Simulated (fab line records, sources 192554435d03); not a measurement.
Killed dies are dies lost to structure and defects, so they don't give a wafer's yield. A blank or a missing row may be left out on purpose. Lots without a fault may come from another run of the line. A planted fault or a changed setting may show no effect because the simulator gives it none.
Chamber matching | flow n5_finfet | N5_GATE_CUT_CMP_23 on cmp-04: 4 sister chambers
The step polishes, stops on SiO2, t overpolish 23.4 s, target thk 16 nm. 8 wafers are shown with their chamber, then 7 later ones without.

WAFERS WITH THEIR CHAMBER
wafer  | chamber | motor_current_A (A) | time_to_endpoint_s (s)
L081.6 | 2       | 10.7                | 23.2
L083.1 | 2       | 10.3                | 23.3
L083.4 | 1       | 8.1                 | 19.2
L083.5 | 1       | 7.9                 | 23.1
L084.5 | 0       | 8.0                 | 20.3
L084.6 | 3       | 7.1                 | 21.4
L087.2 | 0       | 8.3                 | 23.1
L087.3 | 3       | 7.1                 | 22.2

WAFERS WITHOUT THEIR CHAMBER
wafer  | motor_current_A (A) | time_to_endpoint_s (s)
L087.4 | 10.5                | 20.1
L093.1 | 8.3                 | 17.0
L093.2 | 10.9                | 17.3
L093.4 | 8.2                 | 18.5
L095.3 | 8.5                 | 17.9
L095.4 | 10.0                | 20.5
L095.5 | 10.6                | 20.8

WHICH CHAMBER EACH WENT THROUGH
wafer  | from the rows above     | in truth
L087.4 | 2                       | 2
L093.1 | can't be placed: 0 or 1 | 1
L093.2 | 2                       | 2
L093.4 | can't be placed: 1 or 0 | 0
L095.3 | can't be placed: 0 or 1 | 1
L095.4 | 2                       | 2
L095.5 | 2                       | 2
Placed correctly: 4 of 7. Can't be placed from these rows: 3 (the true chamber is among the candidates in 3). Placed wrongly: 0.
How it was worked out, from the rows above alone: a wafer's distance from a chamber is the root of the sum, over the readings, of the square of ((its reading less the chamber's mean) divided by the reading's scatter). The wafer belongs to the nearest chamber; if the next one is less than 2 further off, it can't be placed. A chamber's mean is the mean of its shown wafers. The scatter: the root of (the sum of the squares of (reading less its chamber's mean) over the shown wafers, divided by (wafers less chambers)).
